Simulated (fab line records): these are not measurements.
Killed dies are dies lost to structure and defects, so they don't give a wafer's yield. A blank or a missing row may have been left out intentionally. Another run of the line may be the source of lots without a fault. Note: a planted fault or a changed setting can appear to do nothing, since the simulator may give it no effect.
Chamber matching	flow nandHarc	4 sister chambers for NHARC_P_M1_ETCH_35 on rieDiel-07
The step etches the open film in N2/H2, target depth 40 nm, overetch 12 nm, time 43.94 s. 7 wafers are shown with their chamber, then 9 later ones without.

EACH WAFER AND ITS CHAMBER
wafer	chamber	rfVppV (V)	throttleValvePct (%)
L821.2	2	435.0	14.182
L821.5	3	430.4	14.168
L822.2	0	433.7	14.165
L822.6	0	432.4	14.165
L824.1	1	428.2	14.164
L824.2	3	431.1	14.170
L824.5	1	429.1	14.160

WAFERS WHOSE CHAMBER IS MISSING
wafer	rfVppV (V)	throttleValvePct (%)
L829.1	432.4	14.187
L829.2	430.3	14.174
L829.6	433.5	14.178
L831.2	431.0	14.165
L831.3	429.4	14.175
L831.4	432.6	14.165
L832.1	434.4	14.178
L832.3	434.8	14.166
L832.6	431.1	14.160

WHICH CHAMBER EACH ONE RAN IN
wafer	from the rows above	in truth
L829.1	2	2
L829.2	3	3
L829.6	2	2
L831.2	can't be placed: 3 or 0 or 1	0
L831.3	3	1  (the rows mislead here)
L831.4	0	0
L832.1	2	2
L832.3	0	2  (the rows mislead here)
L832.6	can't be placed: 1 or 0 or 3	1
Correctly placed: 5 of 9. From these rows, 2 cannot be placed; in 2 the true chamber is one of the candidates. Placed wrongly: 2.
How it was worked out, from the rows above alone: a wafer's distance from a chamber is the root of the sum, over the readings, of the square of ((its reading less the chamber's mean) divided by the reading's scatter). The wafer belongs to the nearest chamber; if the next one is less than 2 further off, it can't be placed. A chamber's mean is the mean of its shown wafers. The scatter: take each reading less its chamber's mean, square it, sum over the shown wafers, divide by the number of wafers less the number of chambers, and take the root.
